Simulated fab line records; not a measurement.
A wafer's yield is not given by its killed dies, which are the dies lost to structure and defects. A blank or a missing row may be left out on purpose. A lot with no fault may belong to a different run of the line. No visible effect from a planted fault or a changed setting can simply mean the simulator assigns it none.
2 desks looking at one fault | flow nand_harc | numbers are kept per desk, each desk with only its own; the story behind them comes last

## METROLOGY DESK
What the gauges read, lot by lot, whatever tool the lot ran on: means of the sampled wafers that have a number. A lot is out of limits, marked OUT, if its mean lies more than 4 standard deviations from the usual mean; the brackets give that distance.
Columns: A = thk_nm at NHARC_P_BONDPAD_THK_MEAS_33, usual 199.9 nm; B = thk_nm at NHARC_P_BONDPAD_THK_MEAS_20, usual 160.6 nm
lot  | first seen here | A     | B
L115 | day 6 14:43     | 200.8 | 161.8
L119 | day 8 01:01     | 200.0 | 158.6
L120 | day 8 17:41     | 200.4 | 162.1
L122 | day 9 09:28     | 201.2 | 160.4
L128 | day 12 01:44    | 200.6 | 158.3
L132 | day 13 12:36    | 199.3 | 162.4
L133 | day 14 03:34    | 199.2 | 163.1
L134 | day 14 12:50    | 201.7 | 158.1
L135 | day 15 01:43    | 200.7 | 160.4
L136 | day 15 02:30    | 200.1 | 160.4
L137 | day 15 13:42    | 200.8 | 161.9
L138 | day 16 01:03    | 198.0 | 160.4
This desk's verdict: no lot among the 12 shows anything out of limits.

## FOR THE TOOL OWNER'S DESK: rie_diel-13
The tool's own readings at NHARC_P_BONDPAD_ETCH_12 (etches the open film in CHF3/O2, target depth 200 nm, time 100 s): means of the sampled wafers that have a number, for each lot that ran on this tool. A lot is out of limits, marked OUT, if its mean lies more than 4 standard deviations from the usual mean; the brackets give that distance. Shown are 7 of the 8 readings it has, namely the first that went out of limits plus those furthest out on some lot.
Columns: A = chf3_flow_sccm at NHARC_P_BONDPAD_ETCH_12, usual 50.01 sccm; B = drypump_motor_current_A at NHARC_P_BONDPAD_ETCH_12, usual 5.7 A; C = oes_product_au at NHARC_P_BONDPAD_ETCH_12, usual 0.944 a.u.; D = rf_vpp_V at NHARC_P_BONDPAD_ETCH_12, usual 370.9 V; E = run_length_s at NHARC_P_BONDPAD_ETCH_12, usual 121.6 s; F = showerhead_plenum_p_Torr at NHARC_P_BONDPAD_ETCH_12, usual 2.42 Torr; G = throttle_valve_pct at NHARC_P_BONDPAD_ETCH_12, usual 20.572 %
lot  | first seen here | A     | B   | C     | D     | E               | F    | G
L120 | day 8 18:33     | 49.93 | 5.8 | 0.967 | 368.4 | 127.0 (+13) OUT | 2.32 | 20.569
L122 | day 9 10:20     | 49.96 | 5.6 | 0.926 | 370.7 | 132.0 (+25) OUT | 2.39 | 20.567
L133 | day 14 04:32    | 50.11 | 5.6 | 0.922 | 369.7 | 121.6           | 2.38 | 20.579
L134 | day 14 13:47    | 50.06 | 5.6 | 0.950 | 368.7 | 121.6           | 2.38 | 20.573
L138 | day 16 02:01    | 49.89 | 6.0 | 0.973 | 370.0 | 121.2           | 2.39 | 20.572
This desk's finding: out of limits on L120, L122; first on L120, day 8 18:33 (run_length_s at NHARC_P_BONDPAD_ETCH_12). In limits: L133, L134, L138.

## PUT TOGETHER
At day 8 18:33, on L120, L122, the tool owner's desk was in a position to raise an alarm.
Metrology desk: nothing out of limits seen.
The metrology desk has L120, L122 on record, within its limits.
On rie_diel-13, each named lot ran NHARC_P_BONDPAD_ETCH_12.

## WHAT THE SIMULATOR HAD INSERTED
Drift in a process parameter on rie_diel-13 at NHARC_P_BONDPAD_ETCH_12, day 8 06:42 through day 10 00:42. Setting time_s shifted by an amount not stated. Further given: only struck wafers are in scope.
Shown lots that were struck: L120, L122.
Delay in hours, fault start to first out-of-limits reading, by desk: the tool owner's desk at 12.
